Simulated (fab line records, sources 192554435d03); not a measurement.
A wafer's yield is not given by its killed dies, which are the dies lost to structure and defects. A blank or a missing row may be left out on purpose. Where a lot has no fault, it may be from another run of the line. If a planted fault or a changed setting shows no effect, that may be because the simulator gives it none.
Matching of chambers / flow n5-finfet / N5_BEOL_M3_PRE_CLEAN_60 on cvd-co-02 has 3 sister chambers
The step time 15 s. 3 wafers are shown with their chamber, then 12 later ones without.

## EACH WAFER AND ITS CHAMBER
wafer=L090.1; chamber=0; heater-power-w (W)=86
wafer=L091.2; chamber=1; heater-power-w (W)=77
wafer=L091.6; chamber=2; heater-power-w (W)=88

## WAFERS WITH NO CHAMBER GIVEN
wafer=L093.2; heater-power-w (W)=78
wafer=L093.5; heater-power-w (W)=92
wafer=L093.6; heater-power-w (W)=74
wafer=L095.1; heater-power-w (W)=75
wafer=L095.2; heater-power-w (W)=89
wafer=L095.6; heater-power-w (W)=85
wafer=L096.1; heater-power-w (W)=91
wafer=L096.2; heater-power-w (W)=84
wafer=L096.5; heater-power-w (W)=90
wafer=L097.1; heater-power-w (W)=77
wafer=L097.2; heater-power-w (W)=86
wafer=L097.5; heater-power-w (W)=89

## THE CHAMBER EACH PASSED THROUGH
wafer=L093.2; from the rows above=1; in truth=1
wafer=L093.5; from the rows above=can't be placed: 2 or 0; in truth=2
wafer=L093.6; from the rows above=1; in truth=1
wafer=L095.1; from the rows above=1; in truth=1
wafer=L095.2; from the rows above=can't be placed: 2 or 0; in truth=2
wafer=L095.6; from the rows above=can't be placed: 0 or 2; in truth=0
wafer=L096.1; from the rows above=can't be placed: 2 or 0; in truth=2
wafer=L096.2; from the rows above=can't be placed: 0 or 2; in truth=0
wafer=L096.5; from the rows above=can't be placed: 2 or 0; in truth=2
wafer=L097.1; from the rows above=1; in truth=1
wafer=L097.2; from the rows above=can't be placed: 0 or 2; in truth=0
wafer=L097.5; from the rows above=can't be placed: 2 or 0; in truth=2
Placed correctly: 4 of 12. From these rows, 8 cannot be placed; in 8 the true chamber is one of the candidates. Wrongly placed: 0.
How it was worked out, from the rows above alone: a wafer's distance from a chamber is the root of the sum, over the readings, of the square of ((its reading less the chamber's mean) divided by the reading's scatter). If the next closest chamber is less than 2 further off than the closest, the wafer can't be placed; otherwise it belongs to the closest. The mean given for a chamber averages the wafers shown for that chamber. The scatter: root of mean squared gap, hidden wafer to nearest shown wafer, with one shown wafer a chamber.
